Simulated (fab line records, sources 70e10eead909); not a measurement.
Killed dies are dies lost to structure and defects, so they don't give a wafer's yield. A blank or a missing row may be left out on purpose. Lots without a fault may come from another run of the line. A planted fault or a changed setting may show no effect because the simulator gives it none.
Which tool did it? | flow nand_harc | 21 lots, 63 wafers sampled, at 6 steps of a route of 1302

WHAT THE GAUGES READ, wafer by wafer
The record holds no reading of a measuring or inspecting step that can be judged against a usual standard deviation.

WHICH TOOL RAN EACH LOT (tool, then ch and the chambers of the sampled wafers, then the start)
lot  | NHARC_A_STAIRCASE_TRIM_12          | NHARC_A_STAIRCASE_TRIM_24                     | NHARC_A_STAIRCASE_TRIM_26                     | NHARC_A_STAIRCASE_TRIM_220         | NHARC_A_STAIRCASE_ETCH_230     | NHARC_A_STAIRCASE_TRIM_233
L074 | rie_diel-04 ch 0,1,2, day 15 13:25 | rie_diel-04 ch 0,2,3, day 16 03:45 or earlier | rie_diel-04 ch 1,3, day 16 03:45 or earlier   | rie_diel-07 ch 1,2,3, day 16 03:45 | rie_diel-04 ch 0,2, no start   | rie_diel-04 ch 0,1, no start
L075 | rie_diel-07 ch 1,2,3, day 16 01:11 | rie_diel-07 ch 0,2,3, day 16 09:38 or earlier | rie_diel-07 ch 0,1,3, day 16 09:38 or earlier | rie_diel-10 ch 0,1, day 16 09:38   | rie_diel-10 ch 0,1,2, no start | rie_diel-10 ch 0,1, no start
L077 | rie_diel-07 ch 0,3, day 16 22:01   | rie_diel-07 ch 1,3, day 17 05:43 or earlier   | rie_diel-07 ch 1,3, day 17 05:43 or earlier   | rie_diel-10 ch 0,1,2, day 17 05:43 | rie_diel-04 ch 0,3, no start   | rie_diel-04 ch 1,3, no start
L076 | rie_diel-04 ch 0,1,2, day 16 22:14 | rie_diel-10 ch 1,2, day 17 06:19 or earlier   | rie_diel-10 ch 1,2, day 17 06:19 or earlier   | rie_diel-07 ch 0,1,3, day 17 06:19 | rie_diel-10 ch 0,1,3, no start | rie_diel-10 ch 0,1,3, no start
L078 | rie_diel-07 ch 0,1,2, day 17 08:08 | rie_diel-07 ch 0,1,2, day 17 15:49 or earlier | rie_diel-07 ch 0,1, day 17 15:49 or earlier   | rie_diel-10 ch 1,2,3, day 17 15:49 | rie_diel-10 ch 1,3, no start   | rie_diel-10 ch 1,2, no start
L080 | rie_diel-07 ch 2,3, day 17 22:45   | rie_diel-04 ch 0,2,3, day 18 08:14 or earlier | rie_diel-04 ch 0,1,3, day 18 08:14 or earlier | rie_diel-10 ch 0,3, day 18 08:14   | rie_diel-10 ch 0,2,3, no start | rie_diel-10 ch 0,2,3, no start
L082 | rie_diel-10 ch 0,1,2, day 18 10:55 | rie_diel-07 ch 0,1,2, day 18 18:56 or earlier | rie_diel-07 ch 1,2, day 18 18:56 or earlier   | rie_diel-07 ch 0,1,2, day 18 18:56 | rie_diel-04 ch 0,1,3, no start | rie_diel-04 ch 0,1,2, no start
L081 | rie_diel-04 ch 2,3, day 18 22:10   | rie_diel-10 ch 0,3, day 19 05:40 or earlier   | rie_diel-10 ch 0,1,2, day 19 05:40 or earlier | rie_diel-10 ch 1,2,3, day 19 05:40 | rie_diel-04 ch 1,2,3, no start | rie_diel-04 ch 0,1,3, no start
L084 | rie_diel-10 ch 0,3, day 19 17:19   | rie_diel-10 ch 2,3, day 20 00:44 or earlier   | rie_diel-10 ch 0,3, day 20 00:44 or earlier   | rie_diel-07 ch 0,1, day 20 00:44   | rie_diel-07 ch 1,2, no start   | rie_diel-07 ch 0,3, no start
L085 | rie_diel-10 ch 0,2,3, day 20 08:13 | rie_diel-04 ch 0,2,3, day 20 15:52 or earlier | rie_diel-04 ch 0,1, day 20 15:52 or earlier   | rie_diel-04 ch 0,1,3, day 20 15:52 | rie_diel-10 ch 0,1, no start   | rie_diel-10 ch 0,2,3, no start
L086 | rie_diel-04 ch 1,2,3, day 20 12:58 | rie_diel-10 ch 1,3, day 20 21:31 or earlier   | rie_diel-10 ch 0,1, day 20 21:31 or earlier   | rie_diel-04 ch 1,3, day 20 21:31   | rie_diel-04 ch 1,2, no start   | rie_diel-04 ch 0,1,3, no start
L089 | rie_diel-07 ch 0,1,2, day 21 20:16 | rie_diel-10 ch 0,1,2, day 22 04:16 or earlier | rie_diel-10 ch 0,1,2, day 22 04:16 or earlier | rie_diel-10 ch 0,1,2, day 22 04:16 | rie_diel-10 ch 0,1,3, no start | rie_diel-10 ch 0,1,2, no start
L088 | rie_diel-04 ch 0,3, day 21 20:41   | rie_diel-04 ch 0,1, day 22 05:20 or earlier   | rie_diel-04 ch 0,1,2, day 22 05:20 or earlier | rie_diel-07 ch 1,2,3, day 22 05:20 | rie_diel-07 ch 0,2,3, no start | rie_diel-07 ch 0,1,2, no start
L090 | rie_diel-07 ch 0,3, day 22 13:55   | rie_diel-04 ch 2,3, day 22 21:25 or earlier   | rie_diel-04 ch 0,1, day 22 21:25 or earlier   | rie_diel-07 ch 1,2, day 22 21:25   | rie_diel-07 ch 0,2,3, no start | rie_diel-07 ch 0,1,2, no start
L092 | rie_diel-07 ch 0,1,3, day 22 23:55 | rie_diel-04 ch 1,2, day 23 09:50 or earlier   | rie_diel-04 ch 1,2,3, day 23 09:50 or earlier | rie_diel-07 ch 2,3, day 23 09:50   | rie_diel-07 ch 0,2,3, no start | rie_diel-07 ch 1,2, no start
L091 | rie_diel-04 ch 0,1, day 23 00:11   | rie_diel-04 ch 1,2,3, day 23 09:48 or earlier | rie_diel-04 ch 0,1, day 23 09:48 or earlier   | rie_diel-10 ch 0,1,3, day 23 09:48 | rie_diel-10 ch 0,3, no start   | rie_diel-10 ch 0,2,3, no start
L094 | rie_diel-04 ch 0,1, day 23 19:58   | rie_diel-04 ch 1,2, day 24 03:37 or earlier   | rie_diel-04 ch 1,2, day 24 03:37 or earlier   | rie_diel-10 ch 1,2,3, day 24 03:37 | rie_diel-07 ch 2,3, no start   | rie_diel-07 ch 0,3, no start
L093 | rie_diel-04 ch 0,1, day 23 20:09   | rie_diel-10 ch 1,2,3, day 24 04:08 or earlier | rie_diel-10 ch 0,1, day 24 04:08 or earlier   | rie_diel-04 ch 1,2, day 24 04:08   | rie_diel-04 ch 0,3, no start   | rie_diel-04 ch 0,1,3, no start
L096 | rie_diel-10 ch 0,1,3, day 24 14:57 | rie_diel-10 ch 0,1,3, day 24 22:29 or earlier | rie_diel-10 ch 0,1,3, day 24 22:29 or earlier | rie_diel-10 ch 0,2,3, day 24 22:29 | rie_diel-04 ch 0,2,3, no start | rie_diel-04 ch 0,2,3, no start
L095 | rie_diel-04 ch 1,3, day 24 18:43   | rie_diel-10 ch 0,3, day 25 04:17 or earlier   | rie_diel-10 ch 0,2,3, day 25 04:17 or earlier | rie_diel-10 ch 0,3, day 25 04:17   | rie_diel-07 ch 0,2, no start   | rie_diel-07 ch 0,1, no start
L097 | rie_diel-07 ch 1,3, day 25 14:53   | rie_diel-07 ch 0,2,3, day 25 23:35 or earlier | rie_diel-07 ch 0,2,3, day 25 23:35 or earlier | rie_diel-04 ch 0,1,2, day 25 23:35 | rie_diel-07 ch 1,2,3, no start | rie_diel-07 ch 1,2,3, no start
- NHARC_A_STAIRCASE_TRIM_12: chemistry O2, time 211.2 s.
- NHARC_A_STAIRCASE_TRIM_24: chemistry O2, time 211.2 s.
- NHARC_A_STAIRCASE_TRIM_26: chemistry O2, time 211.2 s.
- NHARC_A_STAIRCASE_TRIM_220: chemistry O2, time 211.2 s.
- NHARC_A_STAIRCASE_ETCH_230: etches the open film in C4F8/O2, target depth 100 nm, time 40.5 s.
- NHARC_A_STAIRCASE_TRIM_233: chemistry O2, time 211.2 s.

WHAT THE TOOLS THEMSELVES READ (means of the sampled wafers that have a number; where no wafer has one, the mark that the record gives instead)
NHARC_A_STAIRCASE_TRIM_12. Usual: drypump_motor_current_A 5.7 A, standard deviation 0.58; oes_product_au 1.001 a.u., standard deviation 0.0072; rf_vpp_V 57.6 V, standard deviation 0.95; showerhead_plenum_p_Torr 3.49 Torr, standard deviation 0.14; throttle_valve_pct 17.036 %, standard deviation 0.009.
lot  | tool        | drypump_motor_current_A (A) | oes_product_au (a.u.) | rf_vpp_V (V) | showerhead_plenum_p_Torr (Torr) | throttle_valve_pct (%) | flag
L074 | rie_diel-04 | 5.1                         | 1.005                 | 57.7         | 3.52                            | 17.036                 |
L075 | rie_diel-07 | 5.9                         | 0.995                 | 57.4         | 3.46                            | 17.040                 |
L077 | rie_diel-07 | 6.2                         | 1.008                 | 58.1         | 3.52                            | 17.038                 |
L076 | rie_diel-04 | 5.1                         | 1.003                 | 58.5         | 3.51                            | 17.036                 |
L078 | rie_diel-07 | 6.0                         | 0.999                 | 57.8         | 3.56                            | 17.032                 |
L080 | rie_diel-07 | 6.1                         | 0.996                 | 57.1         | 3.43                            | 17.037                 |
L082 | rie_diel-10 | 5.8                         | 1.001                 | 56.5         | 3.42                            | 17.040                 |
L081 | rie_diel-04 | 5.9                         | 0.999                 | 56.3         | 3.50                            | 17.037                 |
L084 | rie_diel-10 | 5.8                         | 1.002                 | 57.8         | 3.44                            | 17.036                 |
L085 | rie_diel-10 | 5.9                         | 1.012                 | 56.6         | 3.42                            | 17.045                 |
L086 | rie_diel-04 | 5.7                         | 0.999                 | 57.0         | 3.44                            | 17.043                 |
L089 | rie_diel-07 | 6.0                         | 0.995                 | 58.4         | 3.54                            | 17.037                 |
L088 | rie_diel-04 | 5.1                         | 0.994                 | 57.6         | 3.69                            | 17.044                 |
L090 | rie_diel-07 | 6.4                         | 1.001                 | 57.4         | 3.60                            | 17.032                 |
L092 | rie_diel-07 | 6.1                         | 1.004                 | 57.9         | 3.51                            | 17.036                 |
L091 | rie_diel-04 | 4.9                         | 0.999                 | 58.3         | 3.44                            | 17.049                 |
L094 | rie_diel-04 | 4.8                         | 1.004                 | 57.3         | 3.44                            | 17.033                 |
L093 | rie_diel-04 | 4.8                         | 1.012                 | 57.9         | 3.44                            | 17.033                 |
L096 | rie_diel-10 | 5.7                         | 1.001                 | 58.0         | 3.42                            | 17.038                 |
L095 | rie_diel-04 | 5.8                         | 1.003                 | 57.0         | 3.48                            | 17.046                 |
L097 | rie_diel-07 | 6.0                         | 1.005                 | 57.9         | 3.39                            | 17.026                 |

NHARC_A_STAIRCASE_TRIM_24. Usual: drypump_motor_current_A 5.7 A, standard deviation 0.55; oes_product_au 1.001 a.u., standard deviation 0.007; rf_vpp_V 57.6 V, standard deviation 0.96; showerhead_plenum_p_Torr 3.47 Torr, standard deviation 0.14; throttle_valve_pct 17.035 %, standard deviation 0.0096.
lot  | tool        | drypump_motor_current_A (A) | oes_product_au (a.u.) | rf_vpp_V (V) | showerhead_plenum_p_Torr (Torr) | throttle_valve_pct (%) | flag
L074 | rie_diel-04 | 5.6                         | 1.007                 | 57.7         | 3.61                            | 17.036                 |
L075 | rie_diel-07 | 6.2                         | 1.014                 | 57.9         | 3.55                            | 17.045                 |
L077 | rie_diel-07 | 5.8                         | 1.002                 | 57.6         | 3.44                            | 17.028                 |
L076 | rie_diel-10 | 5.7                         | 1.005                 | 57.8         | 3.36                            | 17.036                 |
L078 | rie_diel-07 | 6.0                         | 0.998                 | 58.3         | 3.56                            | 17.029                 |
L080 | rie_diel-04 | 5.5                         | 1.002                 | 56.9         | 3.60                            | 17.036                 |
L082 | rie_diel-07 | 6.0                         | 0.992                 | 58.5         | 3.55                            | 17.047                 |
L081 | rie_diel-10 | 6.1                         | 1.003                 | 57.3         | 3.49                            | 17.033                 |
L084 | rie_diel-10 | 5.7                         | 1.003                 | 57.8         | 3.37                            | 17.041                 |
L085 | rie_diel-04 | 5.5                         | 0.995                 | 58.3         | 3.59                            | 17.034                 |
L086 | rie_diel-10 | 5.5                         | 0.997                 | 57.6         | 3.40                            | 17.034                 |
L089 | rie_diel-10 | 5.8                         | 0.996                 | 57.9         | 3.41                            | 17.030                 |
L088 | rie_diel-04 | 4.8                         | 1.001                 | 57.4         | 3.45                            | 17.031                 |
L090 | rie_diel-04 | 6.0                         | 1.005                 | 58.0         | 3.53                            | 17.035                 |
L092 | rie_diel-04 | 5.2                         | 1.000                 | 57.5         | 3.33                            | 17.039                 |
L091 | rie_diel-04 | 5.7                         | 1.006                 | 57.6         | 3.43                            | 17.042                 |
L094 | rie_diel-04 | 5.5                         | 1.002                 | 57.6         | 3.38                            | 17.029                 |
L093 | rie_diel-10 | 5.6                         | 1.001                 | 57.9         | 3.36                            | 17.034                 |
L096 | rie_diel-10 | 5.7                         | 0.996                 | 57.8         | 3.42                            | 17.030                 |
L095 | rie_diel-10 | 5.8                         | 1.009                 | 57.2         | 3.42                            | 17.044                 |
L097 | rie_diel-07 | 6.2                         | 1.006                 | 57.2         | 3.51                            | 17.034                 |

NHARC_A_STAIRCASE_TRIM_26. Usual: drypump_motor_current_A 5.7 A, standard deviation 0.56; oes_product_au 1.002 a.u., standard deviation 0.0075; rf_vpp_V 57.7 V, standard deviation 0.83; showerhead_plenum_p_Torr 3.48 Torr, standard deviation 0.14; throttle_valve_pct 17.035 %, standard deviation 0.0075.
lot  | tool        | drypump_motor_current_A (A) | oes_product_au (a.u.) | rf_vpp_V (V) | showerhead_plenum_p_Torr (Torr) | throttle_valve_pct (%) | flag
L074 | rie_diel-04 | 5.8                         | 1.008                 | 57.4         | 3.51                            | 17.029                 |
L075 | rie_diel-07 | 6.1                         | 1.005                 | 57.7         | 3.53                            | 17.038                 |
L077 | rie_diel-07 | 5.9                         | 1.008                 | 57.8         | 3.43                            | 17.033                 |
L076 | rie_diel-10 | 5.5                         | 1.006                 | 57.2         | 3.39                            | 17.037                 |
L078 | rie_diel-07 | 6.2                         | 1.002                 | 57.8         | 3.63                            | 17.028                 |
L080 | rie_diel-04 | 5.2                         | 0.995                 | 58.0         | 3.56                            | 17.044                 |
L082 | rie_diel-07 | 5.8                         | 1.002                 | 58.5         | 3.46                            | 17.033                 |
L081 | rie_diel-10 | 5.8                         | 1.000                 | 57.7         | 3.42                            | 17.044                 |
L084 | rie_diel-10 | 6.1                         | 1.005                 | 57.4         | 3.49                            | 17.035                 |
L085 | rie_diel-04 | 4.7                         | 0.994                 | 58.2         | 3.60                            | 17.033                 |
L086 | rie_diel-10 | 5.9                         | 0.997                 | 58.2         | 3.48                            | 17.029                 |
L089 | rie_diel-10 | 5.8                         | 1.009                 | 57.6         | 3.41                            | 17.035                 |
L088 | rie_diel-04 | 5.1                         | 0.997                 | 58.3         | 3.49                            | 17.042                 |
L090 | rie_diel-04 | 4.8                         | 0.995                 | 57.0         | 3.44                            | 17.035                 |
L092 | rie_diel-04 | 5.7                         | 0.996                 | 57.6         | 3.43                            | 17.033                 |
L091 | rie_diel-04 | 4.7                         | 0.998                 | 58.4         | 3.59                            | 17.033                 |
L094 | rie_diel-04 | 5.2                         | 0.994                 | 57.6         | 3.33                            | 17.034                 |
L093 | rie_diel-10 | 5.6                         | 0.999                 | 57.8         | 3.43                            | 17.031                 |
L096 | rie_diel-10 | 5.7                         | 1.005                 | 57.1         | 3.42                            | 17.042                 |
L095 | rie_diel-10 | 5.9                         | 1.009                 | 57.5         | 3.40                            | 17.030                 |
L097 | rie_diel-07 | 6.2                         | 1.005                 | 57.6         | 3.51                            | 17.029                 |

NHARC_A_STAIRCASE_TRIM_220. Usual: drypump_motor_current_A 5.8 A, standard deviation 0.52; oes_product_au 1.000 a.u., standard deviation 0.0077; rf_vpp_V 57.7 V, standard deviation 0.89; showerhead_plenum_p_Torr 3.47 Torr, standard deviation 0.13; throttle_valve_pct 17.037 %, standard deviation 0.0087.
lot  | tool        | drypump_motor_current_A (A) | oes_product_au (a.u.) | rf_vpp_V (V) | showerhead_plenum_p_Torr (Torr) | throttle_valve_pct (%) | flag
L074 | rie_diel-07 | 5.9                         | 1.005                 | 58.3         | 3.46                            | 17.035                 |
L075 | rie_diel-10 | 5.5                         | 0.995                 | 58.1         | 3.46                            | 17.038                 |
L077 | rie_diel-10 | 5.8                         | 0.992                 | 58.0         | 3.43                            | 17.031                 |
L076 | rie_diel-07 | 6.1                         | 1.013                 | 58.1         | 3.53                            | 17.034                 |
L078 | rie_diel-10 | 5.6                         | 1.007                 | 57.0         | 3.38                            | 17.032                 |
L080 | rie_diel-10 | 5.8                         | 1.002                 | 56.7         | 3.44                            | 17.038                 |
L082 | rie_diel-07 | 6.0                         | 1.006                 | 57.6         | 3.55                            | 17.032                 |
L081 | rie_diel-10 | 5.6                         | 1.001                 | 57.9         | 3.38                            | 17.034                 |
L084 | rie_diel-07 | 6.2                         | 1.000                 | 57.8         | 3.62                            | 17.037                 |
L085 | rie_diel-04 | 5.2                         | 0.990                 | 57.5         | 3.55                            | 17.027                 |
L086 | rie_diel-04 | 5.4                         | 0.993                 | 57.9         | 3.40                            | 17.038                 |
L089 | rie_diel-10 | 5.8                         | 0.996                 | 57.9         | 3.41                            | 17.029                 |
L088 | rie_diel-07 | 5.9                         | 0.992                 | 57.5         | 3.43                            | 17.032                 |
L090 | rie_diel-07 | 5.8                         | 0.992                 | 58.0         | 3.45                            | 17.041                 |
L092 | rie_diel-07 | 6.0                         | 0.997                 | 57.6         | 3.41                            | 17.038                 |
L091 | rie_diel-10 | 5.7                         | 0.998                 | 57.8         | 3.43                            | 17.041                 |
L094 | rie_diel-10 | 5.6                         | 1.000                 | 57.6         | 3.36                            | 17.029                 |
L093 | rie_diel-04 | 5.2                         | 1.010                 | 57.2         | 3.33                            | 17.030                 |
L096 | rie_diel-10 | 5.9                         | 1.004                 | 57.3         | 3.40                            | 17.036                 |
L095 | rie_diel-10 | 6.1                         | 1.000                 | 57.5         | 3.46                            | 17.035                 |
L097 | rie_diel-04 | 5.1                         | 1.012                 | 56.6         | 3.47                            | 17.039                 |

NHARC_A_STAIRCASE_ETCH_230. Usual: oes_product_au 0.946 a.u., standard deviation 0.016; rf_vpp_V 894 V, standard deviation 5.
lot  | tool        | oes_product_au (a.u.) | rf_vpp_V (V) | flag
L074 | rie_diel-04 | 0.970                 | 898          |
L075 | rie_diel-10 | 0.945                 | 892          |
L077 | rie_diel-04 | 0.926                 | 903          |
L076 | rie_diel-10 | 0.969                 | 893          |
L078 | rie_diel-10 | 0.948                 | 892          |
L080 | rie_diel-10 | 0.943                 | 892          |
L082 | rie_diel-04 | 0.957                 | 896          |
L081 | rie_diel-04 | 0.917                 | 893          |
L084 | rie_diel-07 | 0.939                 | 893          |
L085 | rie_diel-10 | 0.975                 | 892          |
L086 | rie_diel-04 | 0.940                 | 891          |
L089 | rie_diel-10 | 0.948                 | 892          |
L088 | rie_diel-07 | 0.943                 | 896          |
L090 | rie_diel-07 | 0.951                 | 896          |
L092 | rie_diel-07 | 0.938                 | 896          |
L091 | rie_diel-10 | 0.940                 | 892          |
L094 | rie_diel-07 | 0.972                 | 892          |
L093 | rie_diel-04 | 0.938                 | 899          |
L096 | rie_diel-04 | 0.935                 | 898          |
L095 | rie_diel-07 | 0.955                 | 899          |
L097 | rie_diel-07 | 0.926                 | 893          |

NHARC_A_STAIRCASE_TRIM_233. Usual: drypump_motor_current_A 5.7 A, standard deviation 0.55; oes_product_au 1.002 a.u., standard deviation 0.0074; rf_vpp_V 57.7 V, standard deviation 0.88; showerhead_plenum_p_Torr 3.49 Torr, standard deviation 0.14; throttle_valve_pct 17.036 %, standard deviation 0.0089.
lot  | tool        | drypump_motor_current_A (A) | oes_product_au (a.u.) | rf_vpp_V (V) | showerhead_plenum_p_Torr (Torr) | throttle_valve_pct (%) | flag
L074 | rie_diel-04 | 4.7                         | 1.006                 | 58.1         | 3.62                            | 17.040                 |
L075 | rie_diel-10 | 5.6                         | 1.004                 | 57.0         | 3.46                            | 17.033                 |
L077 | rie_diel-04 | 5.7                         | 1.001                 | 58.1         | 3.50                            | 17.029                 |
L076 | rie_diel-10 | 5.7                         | 0.995                 | 57.6         | 3.46                            | 17.044                 |
L078 | rie_diel-10 | 5.4                         | 1.006                 | 57.3         | 3.38                            | 17.047                 |
L080 | rie_diel-10 | 6.0                         | 1.009                 | 57.8         | 3.42                            | 17.028                 |
L082 | rie_diel-04 | 5.1                         | 1.003                 | 57.9         | 3.51                            | 17.032                 |
L081 | rie_diel-04 | 5.3                         | 0.997                 | 57.8         | 3.55                            | 17.031                 |
L084 | rie_diel-07 | 6.4                         | 1.005                 | 58.9         | 3.60                            | 17.041                 |
L085 | rie_diel-10 | 5.9                         | 0.996                 | 57.8         | 3.41                            | 17.031                 |
L086 | rie_diel-04 | 5.2                         | 1.000                 | 57.2         | 3.55                            | 17.040                 |
L089 | rie_diel-10 | 5.8                         | 1.009                 | 58.0         | 3.41                            | 17.043                 |
L088 | rie_diel-07 | 6.0                         | 0.999                 | 58.4         | 3.54                            | 17.049                 |
L090 | rie_diel-07 | 6.0                         | 1.006                 | 57.3         | 3.54                            | 17.039                 |
L092 | rie_diel-07 | 5.8                         | 0.989                 | 57.7         | 3.45                            | 17.032                 |
L091 | rie_diel-10 | 5.9                         | 1.000                 | 57.2         | 3.40                            | 17.035                 |
L094 | rie_diel-07 | 6.4                         | 1.008                 | 57.4         | 3.59                            | 17.036                 |
L093 | rie_diel-04 | 5.2                         | 1.012                 | 57.7         | 3.53                            | 17.029                 |
L096 | rie_diel-04 | 5.5                         | 1.004                 | 57.5         | 3.57                            | 17.039                 |
L095 | rie_diel-07 | 6.2                         | 1.004                 | 57.8         | 3.60                            | 17.033                 |
L097 | rie_diel-07 | 5.9                         | 0.997                 | 57.9         | 3.42                            | 17.041                 |

THE ANSWER, worked out from the rows above alone
Rule: a lot is off if the mean of its wafers that have a number lies more than 3 standard deviations from the usual mean. A lot without any number at a reading at which 4 lots or more have one is off too. The other lots that the step has rows for count as sound. The gauges are gone through in route order, then the tools' own readings, and for those a lot's mean is taken as printed above. The first step at which some lot is off is used, and at that step the reading that is off furthest; a lot without a number counts as furthest.
No lot is off at any reading shown: from this, nothing can be told.

WHAT THE SIMULATOR HAD PUT IN
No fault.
